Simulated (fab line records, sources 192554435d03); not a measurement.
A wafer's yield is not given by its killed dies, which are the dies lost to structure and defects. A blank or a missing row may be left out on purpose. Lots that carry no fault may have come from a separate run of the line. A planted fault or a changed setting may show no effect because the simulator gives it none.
Matching of chambers ; flow n5Finfet ; rieDiel-04 running N5_BEOL_M6_STRIP_67: 4 sister chambers
The step strips in CF4. 8 wafers are shown with their chamber, then 9 later ones without.

## WAFERS PAIRED WITH THEIR CHAMBERS
wafer;chamber;showerheadPlenumPTorr (Torr);throttleValvePct (%)
L078.6;0;1.77;13.19
L082.5;0;1.77;13.23
L083.5;1;1.73;13.98
L080.3;2;1.83;13.78
L080.6;3;1.71;13.68
L087.1;2;1.83;13.81
L087.2;1;1.72;14.02
L087.4;3;1.71;13.68

## WAFERS WHOSE CHAMBER IS MISSING
wafer;showerheadPlenumPTorr (Torr);throttleValvePct (%)
L094.4;1.71;13.72
L094.5;1.72;14.05
L094.6;1.82;13.84
L096.2;1.70;13.74
L096.3;1.72;14.07
L096.4;1.82;13.86
L097.1;1.72;14.09
L097.4;1.82;13.88
L097.6;1.72;14.08

## WHICH CHAMBER EACH ONE RAN IN
wafer;from the rows above;in truth
L094.4;3;3
L094.5;1;1
L094.6;2;2
L096.2;3;3
L096.3;1;1
L096.4;2;2
L097.1;1;1
L097.4;2;2
L097.6;1;1
Correct placement for 9 of the 9. Not placeable from these rows: 0. Placed wrongly: 0.
How it was worked out, from the rows above alone: a wafer's distance from a chamber is the root of the sum, over the readings, of the square of ((its reading less the chamber's mean) divided by the reading's scatter). The wafer belongs to the nearest chamber; if the next one is less than 2 further off, it can't be placed. The mean given for a chamber averages the wafers shown for that chamber. The scatter is the square root of a quotient: the sum, over the shown wafers, of each reading's squared deviation from its chamber's mean, divided by wafers minus chambers.
